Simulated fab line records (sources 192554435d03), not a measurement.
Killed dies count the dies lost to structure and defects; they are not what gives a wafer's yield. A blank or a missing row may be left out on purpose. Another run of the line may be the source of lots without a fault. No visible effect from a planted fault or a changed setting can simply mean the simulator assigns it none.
Chamber matching    flow n5_finfet    pecvd-02 running N5_BEOL_M4_ILD_DEP_00: 3 sister chambers
The step deposits SiOC from DEMS/O2, target thk 79 nm, time 15.3 s. 6 wafers are shown with their chamber, then 7 later ones without.

== WAFERS PAIRED WITH THEIR CHAMBERS ==
wafer   chamber  throttle_valve_pct (%)  heater_power_w (W)
L078.4  2        12.2                    485
L078.6  1        11.8                    352
L084.2  2        12.2                    504
L084.6  0        11.8                    498
L086.1  1        11.7                    414
L086.3  0        11.6                    474

== WAFERS WITHOUT THEIR CHAMBER ==
wafer   throttle_valve_pct (%)  heater_power_w (W)
L086.5  12.1                    501
L087.1  11.8                    508
L087.5  11.7                    383
L087.6  11.7                    509
L094.1  11.8                    484
L094.5  11.9                    490
L094.6  11.6                    538

== EACH ONE'S CHAMBER ==
wafer    from the rows above            in truth
L086.5   2                              2
L087.1   0                              0
L087.5   1                              1
L087.6   0                              0
L094.1   0                              0
L094.5   can't be placed: 0 or 2 or 1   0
L094.6   0                              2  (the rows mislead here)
Correctly placed: 5 of 7. From these rows, 1 cannot be placed; in 1 the true chamber is one of the candidates. Wrongly placed: 1.
How it was worked out, from the rows above alone: a wafer's distance from a chamber is the root of the sum, over the readings, of the square of ((its reading less the chamber's mean) divided by the reading's scatter). The wafer belongs to the nearest chamber; if the next one is less than 2 further off, it can't be placed. The mean given for a chamber averages the wafers shown for that chamber. The scatter is the square root of a quotient: the sum, over the shown wafers, of each reading's squared deviation from its chamber's mean, divided by wafers minus chambers.
